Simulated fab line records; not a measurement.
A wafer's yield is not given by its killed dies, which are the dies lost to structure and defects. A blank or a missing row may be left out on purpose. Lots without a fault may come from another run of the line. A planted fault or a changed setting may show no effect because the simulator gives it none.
A struck lot beside a sound one || flow n5-finfet || 15 out of 1938 route steps
Sound: the wafers L209.1, L209.5, L209.6. The struck wafers were L212.3, L212.5, L212.6. At the end, the cause is stated.
Each step with rows lists, per side, the tool, then ch with its chambers, then its first start. Under that, the readings that differ: sound wafers || struck wafers || difference of the means || sigmas: that difference in standard deviations of wafers without a fault.
alike: readings whose means differ by less than 2 such deviations, and words and numbers that are the same on both sides. not compared: withheld readings, readings that some wafer has no value for, bounds like >300 that may hide the same value, and numbers for which the record gives no deviation and whose values overlap.
The two part at a step that has a row with sigmas, a row that says differs or no value, or rows on one side only. Numbers that don't overlap but have no deviation are shown without sigmas and don't part them. Lack of a reading on every wafer of one side parts them only where that side has two or more wafers.

first, 2 steps without rows for these wafers: N5_BEOL_M5_STRIP_63 (strips in N2/H2); N5_BEOL_M5_STRIP_73 (strips in N2/H2).
N5_BEOL_M5_STRIP_64: strips in CF4.
  sound on rie-diel-04 ch 2,3, day 8 09:35; struck on rie-diel-05 ch 1,2, day 9 04:49
  alike: drypump-motor-current-A, oes-product-au, rf-vpp-V, showerhead-plenum-p-Torr, throttle-valve-pct
  not compared: rf-hours-counter-h
N5_BEOL_M5_HM_OPEN_17: chemistry Cl2/BCl3, target TiN, target depth 20 nm, overetch 6 nm.
  sound on rie-metal-01 ch 0,1, day 8 09:38; struck on rie-metal-03 ch 0,1, day 9 04:53
  alike: drypump-motor-current-A, mfc-cl2-sccm, oes_ar_750_au, oes-product-au, throttle-valve-pct
  not compared: rf-hours-counter-h
N5_BEOL_M5_STRIP_19: strips in O2.
  sound on rie-diel-04 ch 0,1,2, day 8 09:45; struck on rie-diel-05 ch 0,1, day 9 04:58
  alike: drypump-motor-current-A, oes-product-au, rf-vpp-V, showerhead-plenum-p-Torr, throttle-valve-pct
  not compared: rf-hours-counter-h
N5_BEOL_M5_CD_MEAS_18: pitch 56 nm, target cd 28 nm.
  sound on cd-sem-01 at day 8 09:49; struck on cd-sem-01 at day 9 05:02
  alike: cd-nm
then, 6 steps without rows for these wafers: N5_BEOL_M5_COAT_65 (time 60 s, resist thk 60 nm); N5_BEOL_M5_COAT_66 (time 60 s, resist thk 12 nm); N5_BEOL_M5_COAT_74 (time 60 s, resist thk 5 nm); N5_BEOL_M5_COAT_22 (resist thk 30 nm); N5_BEOL_M5_EBR_24; N5_BEOL_M5_SOFTBAKE_23 (time 60 s).
N5_BEOL_M5_EXPOSE_25: exposes mask V4, defocus 10 nm.
  sound on euv-scanner-01 ch 0, day 8 10:07; struck on euv-scanner-01 ch 0, day 9 06:04
{"reading": "exposure-dose-mJ-cm2", "sound": "52.72 52.77 52.76", "struck": "52.05 52.06 52.02", "difference": -0.71, "sigmas": -13}
  alike: mask
then, 1 step without rows for these wafers: N5_BEOL_M5_PEB_26 (peb time 60 s).
-- the record jumps here: 4 days lie between the struck wafers' starts before and after (it left off in module BEOL_M5 and takes up again in module PASSIVATION, whose first step shown is number 1936 of the route) --
N5_PASSIVATION_PROBE_49:
  the record has rows for the struck wafers here (prober-02, day 12 22:57) and none for the sound ones

## WHERE THEY PART
First at N5_BEOL_M5_EXPOSE_25; last, within this record, at N5_PASSIVATION_PROBE_49.

WHY: what the simulator had put in
Process parameter drift: euv-scanner-01, from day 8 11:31 on, at N5_BEOL_M5_EXPOSE_25. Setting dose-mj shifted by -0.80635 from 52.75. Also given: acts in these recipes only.
